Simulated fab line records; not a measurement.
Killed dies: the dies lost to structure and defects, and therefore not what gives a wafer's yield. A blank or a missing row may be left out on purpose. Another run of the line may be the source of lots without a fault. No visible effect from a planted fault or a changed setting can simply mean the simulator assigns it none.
Chamber matching || flow n5Finfet || N5_BEOL_M1_STRIP_19 on rieDiel-06 has 4 sister chambers
The step strips in O2. 18 wafers are shown with their chamber, then 9 later ones without.

== WAFERS WITH THEIR CHAMBER ==
{"wafer": "L075.1", "chamber": 3, "drypumpMotorCurrentA (A)": 6.8, "showerheadPlenumPTorr (Torr)": 2.14, "throttleValvePct (%)": 16.35}
{"wafer": "L075.2", "chamber": 2, "drypumpMotorCurrentA (A)": 5.7, "showerheadPlenumPTorr (Torr)": 2.02, "throttleValvePct (%)": 16.97}
{"wafer": "L075.4", "chamber": 0, "drypumpMotorCurrentA (A)": 5.5, "showerheadPlenumPTorr (Torr)": 2.02, "throttleValvePct (%)": 16.86}
{"wafer": "L080.1", "chamber": 2, "drypumpMotorCurrentA (A)": 5.7, "showerheadPlenumPTorr (Torr)": 2.02, "throttleValvePct (%)": 17.00}
{"wafer": "L080.3", "chamber": 3, "drypumpMotorCurrentA (A)": 6.8, "showerheadPlenumPTorr (Torr)": 2.13, "throttleValvePct (%)": 16.38}
{"wafer": "L080.4", "chamber": 1, "drypumpMotorCurrentA (A)": 5.4, "showerheadPlenumPTorr (Torr)": 2.13, "throttleValvePct (%)": 16.65}
{"wafer": "L082.2", "chamber": 3, "drypumpMotorCurrentA (A)": 6.8, "showerheadPlenumPTorr (Torr)": 2.13, "throttleValvePct (%)": 16.39}
{"wafer": "L082.3", "chamber": 1, "drypumpMotorCurrentA (A)": 5.3, "showerheadPlenumPTorr (Torr)": 2.13, "throttleValvePct (%)": 16.66}
{"wafer": "L082.6", "chamber": 1, "drypumpMotorCurrentA (A)": 5.4, "showerheadPlenumPTorr (Torr)": 2.13, "throttleValvePct (%)": 16.66}
{"wafer": "L081.2", "chamber": 1, "drypumpMotorCurrentA (A)": 5.3, "showerheadPlenumPTorr (Torr)": 2.13, "throttleValvePct (%)": 16.68}
{"wafer": "L081.4", "chamber": 0, "drypumpMotorCurrentA (A)": 5.5, "showerheadPlenumPTorr (Torr)": 2.01, "throttleValvePct (%)": 16.89}
{"wafer": "L081.6", "chamber": 3, "drypumpMotorCurrentA (A)": 6.8, "showerheadPlenumPTorr (Torr)": 2.13, "throttleValvePct (%)": 16.38}
{"wafer": "L084.1", "chamber": 2, "drypumpMotorCurrentA (A)": 5.7, "showerheadPlenumPTorr (Torr)": 2.01, "throttleValvePct (%)": 17.00}
{"wafer": "L084.2", "chamber": 3, "drypumpMotorCurrentA (A)": 6.8, "showerheadPlenumPTorr (Torr)": 2.13, "throttleValvePct (%)": 16.40}
{"wafer": "L084.4", "chamber": 0, "drypumpMotorCurrentA (A)": 5.5, "showerheadPlenumPTorr (Torr)": 2.01, "throttleValvePct (%)": 16.89}
{"wafer": "L088.1", "chamber": 1, "drypumpMotorCurrentA (A)": 5.3, "showerheadPlenumPTorr (Torr)": 2.13, "throttleValvePct (%)": 16.70}
{"wafer": "L088.2", "chamber": 2, "drypumpMotorCurrentA (A)": 5.7, "showerheadPlenumPTorr (Torr)": 2.01, "throttleValvePct (%)": 17.04}
{"wafer": "L088.3", "chamber": 3, "drypumpMotorCurrentA (A)": 6.8, "showerheadPlenumPTorr (Torr)": 2.13, "throttleValvePct (%)": 16.40}

SIGNATURES, as means of the wafers listed above
{"reading": "drypumpMotorCurrentA", "chamber 0": 5.500, "chamber 1": 5.340, "chamber 2": 5.700, "chamber 3": 6.800, "scatter within a chamber": 0.0293}
{"reading": "showerheadPlenumPTorr", "chamber 0": 2.0133, "chamber 1": 2.1300, "chamber 2": 2.0150, "chamber 3": 2.1317, "scatter within a chamber": 0.00423}
{"reading": "throttleValvePct", "chamber 0": 16.8800, "chamber 1": 16.6700, "chamber 2": 17.0025, "chamber 3": 16.3833, "scatter within a chamber": 0.0214}
Rule: for each reading, subtract the chamber's mean from the wafer's reading, divide by that reading's scatter and square the result; add these up over the readings and take the root, which gives the wafer's distance from the chamber. The wafer belongs to the nearest chamber; if the next one is less than 2 further off, it can't be placed. How the scatter is found: for the shown wafers, subtract from each reading the mean of its chamber, square and add these, divide the total by (wafers less chambers), then take the root.

== WAFERS WHOSE CHAMBER IS MISSING ==
{"wafer": "L090.1", "drypumpMotorCurrentA (A)": 5.5, "showerheadPlenumPTorr (Torr)": 2.01, "throttleValvePct (%)": 16.92}
{"wafer": "L090.2", "drypumpMotorCurrentA (A)": 5.3, "showerheadPlenumPTorr (Torr)": 2.12, "throttleValvePct (%)": 16.70}
{"wafer": "L090.5", "drypumpMotorCurrentA (A)": 5.7, "showerheadPlenumPTorr (Torr)": 2.01, "throttleValvePct (%)": 17.04}
{"wafer": "L092.1", "drypumpMotorCurrentA (A)": 5.3, "showerheadPlenumPTorr (Torr)": 2.12, "throttleValvePct (%)": 16.71}
{"wafer": "L092.3", "drypumpMotorCurrentA (A)": 5.7, "showerheadPlenumPTorr (Torr)": 2.01, "throttleValvePct (%)": 17.05}
{"wafer": "L092.6", "drypumpMotorCurrentA (A)": 5.3, "showerheadPlenumPTorr (Torr)": 2.12, "throttleValvePct (%)": 16.72}
{"wafer": "L096.1", "drypumpMotorCurrentA (A)": 6.8, "showerheadPlenumPTorr (Torr)": 2.12, "throttleValvePct (%)": 16.45}
{"wafer": "L096.3", "drypumpMotorCurrentA (A)": 5.6, "showerheadPlenumPTorr (Torr)": 2.00, "throttleValvePct (%)": 17.07}
{"wafer": "L096.5", "drypumpMotorCurrentA (A)": 5.7, "showerheadPlenumPTorr (Torr)": 2.00, "throttleValvePct (%)": 17.06}

== WHICH CHAMBER EACH WENT THROUGH ==
{"wafer": "L090.1", "from the rows above": 0, "in truth": 0}
{"wafer": "L090.2", "from the rows above": 1, "in truth": 1}
{"wafer": "L090.5", "from the rows above": 2, "in truth": 2}
{"wafer": "L092.1", "from the rows above": 1, "in truth": 1}
{"wafer": "L092.3", "from the rows above": 2, "in truth": 2}
{"wafer": "L092.6", "from the rows above": 1, "in truth": 1}
{"wafer": "L096.1", "from the rows above": 3, "in truth": 3}
{"wafer": "L096.3", "from the rows above": 2, "in truth": 2}
{"wafer": "L096.5", "from the rows above": 2, "in truth": 2}
Placed correctly: 9 of 9. Not placeable from these rows: 0. Wrongly placed: 0.
